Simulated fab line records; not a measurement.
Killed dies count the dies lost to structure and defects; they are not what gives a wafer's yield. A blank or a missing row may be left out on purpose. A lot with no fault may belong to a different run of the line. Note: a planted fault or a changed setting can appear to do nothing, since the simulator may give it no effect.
Which tool did it? | flow nandHarc | 14 lots, 38 wafers sampled, at 3 steps of a route of 1302

## WHAT THE GAUGES SHOWED, per wafer
NHARC_P_STI_INSPECT_11.
lot  | measured     | on               | rawDefectCount
L310 | day 3 02:47  | defectInspect-02 | 5 7 9
L311 | day 3 11:02  | defectInspect-02 | 5 6 10
L312 | day 3 14:58  | defectInspect-02 | 2 3 5
L313 | day 4 00:37  | defectInspect-02 | 4 10 4
L314 | day 4 12:58  | defectInspect-01 | 4 4 1
L315 | day 4 22:04  | defectInspect-02 | 4 4 6
L316 | day 5 06:19  | defectInspect-01 | 6 2 6
L317 | day 5 19:05  | defectInspect-02 | 4 10 6
L318 | day 6 02:48  | defectInspect-02 | 7 2 4
L327 | day 9 22:46  | defectInspect-01 | 7
L328 | day 10 06:18 | defectInspect-01 | 4
L330 | day 11 04:30 | defectInspect-01 | 1 2 6
L331 | day 11 13:41 | defectInspect-01 | 6 10 12
L333 | day 12 10:28 | defectInspect-01 | 6 7 2

NHARC_P_GATE_CD_MEAS_26: the cd target is 120 nm.
lot  | measured     | on       | cdNm (nm)
L310 | day 5 11:07  | cdSem-03 | 119.4 119.9 119.6
L311 | day 5 16:55  | cdSem-03 | 119.9 120.6 120.1
L312 | day 5 16:27  | cdSem-02 | 120.2 120.8 120.9
L313 | day 6 17:37  | cdSem-01 | 120.5 120.9 120.5
L314 | day 6 17:25  | cdSem-02 | 119.8 119.4 120.7
L315 | day 7 11:23  | cdSem-03 | 120.0 120.2 119.4
L316 | day 7 11:50  | cdSem-03 | 119.8 119.8 119.2
L317 | day 8 00:34  | cdSem-01 | 119.3 120.1 119.6
L318 | day 8 07:10  | cdSem-01 | 120.2 119.5 119.8
L327 | day 12 01:57 | cdSem-03 | 105.3 105.3
L328 | day 12 10:28 | cdSem-03 | 106.1 106.0
L330 | day 13 08:11 | cdSem-02 | 121.1 120.6 120.7
L331 | day 13 15:22 | cdSem-02 | 119.0 118.7 119.7
L333 | day 14 18:17 | cdSem-03 | 119.6 120.4 121.1

## WHICH TOOL RAN EACH LOT (tool, then ch and the chambers of the sampled wafers, then the start)
lot  | NHARC_P_GATE_PEB_24
L310 | lithoTrack-06 ch 0, day 5 11:02
L311 | lithoTrack-06 ch 0, day 5 16:50
L312 | lithoTrack-04 ch 0, day 5 16:22
L313 | lithoTrack-01 ch 0, day 6 17:32
L314 | lithoTrack-06 ch 0, day 6 17:20
L315 | lithoTrack-06 ch 0, day 7 11:19
L316 | lithoTrack-04 ch 0, day 7 11:46
L317 | lithoTrack-06 ch 0, day 8 00:29
L318 | lithoTrack-01 ch 0, day 8 07:05
L327 | lithoTrack-04 ch 0, day 12 01:52
L328 | lithoTrack-04 ch 0, day 12 10:22
L330 | lithoTrack-06 ch 0, day 13 08:06
L331 | lithoTrack-01 ch 0, day 13 15:17
L333 | lithoTrack-06 ch 0, day 14 18:12
- NHARC_P_GATE_PEB_24: peb time 65 s.

## AS READ BY THE TOOLS THEMSELVES (means over the sampled wafers that have a number; for cases with no such wafer, the mark the record gives instead)
The record holds no such reading with a usual standard deviation.

## THE ANSWER, worked out from the rows above alone
Rule: the lots themselves supply what counts as usual. The widest of any qualifying gaps counts: lots, ordered by their means at a reading, are off when they make up no more than a third of the lots, leave a main group of 4 or more, and stand apart from it by 3 or more times the standard deviation of that group's means. The tables above print the reading to a certain number of digits; a main group whose means all agree to those digits is not used. A lot without any number at a reading at which 4 lots or more have one is off too. Where the step has rows for the other lots, those lots are counted as sound. Order of review: gauges by route order, followed by the tools' own readings, for which a lot's mean as printed above is used. The first step at which some lot is off is used, and at that step the reading that is off furthest; a lot without a number counts as furthest.
Off: L327, L328 (NHARC_P_GATE_CD_MEAS_26, cdNm). The main group has a mean of 120.0 nm with a standard deviation of 0.48.
A tool fits if, at a process step before that reading, it ran every lot that is off, and no sound lot after the first of them. Gauges at NHARC_P_GATE_CD_MEAS_26: tried the same way as those tools. One candidate fits, namely lithoTrack-04 at NHARC_P_GATE_PEB_24. Its last sound lot is L316 (day 7 11:46), its first lot that is off L327 (day 12 01:52): a fault that began between those two fits.

## WHAT THE SIMULATOR HAD PUT IN
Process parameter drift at NHARC_P_GATE_PEB_24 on lithoTrack-04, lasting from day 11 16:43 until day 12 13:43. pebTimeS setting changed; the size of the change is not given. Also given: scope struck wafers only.
Struck lots among those shown: L327, L328. The rule above found the same.
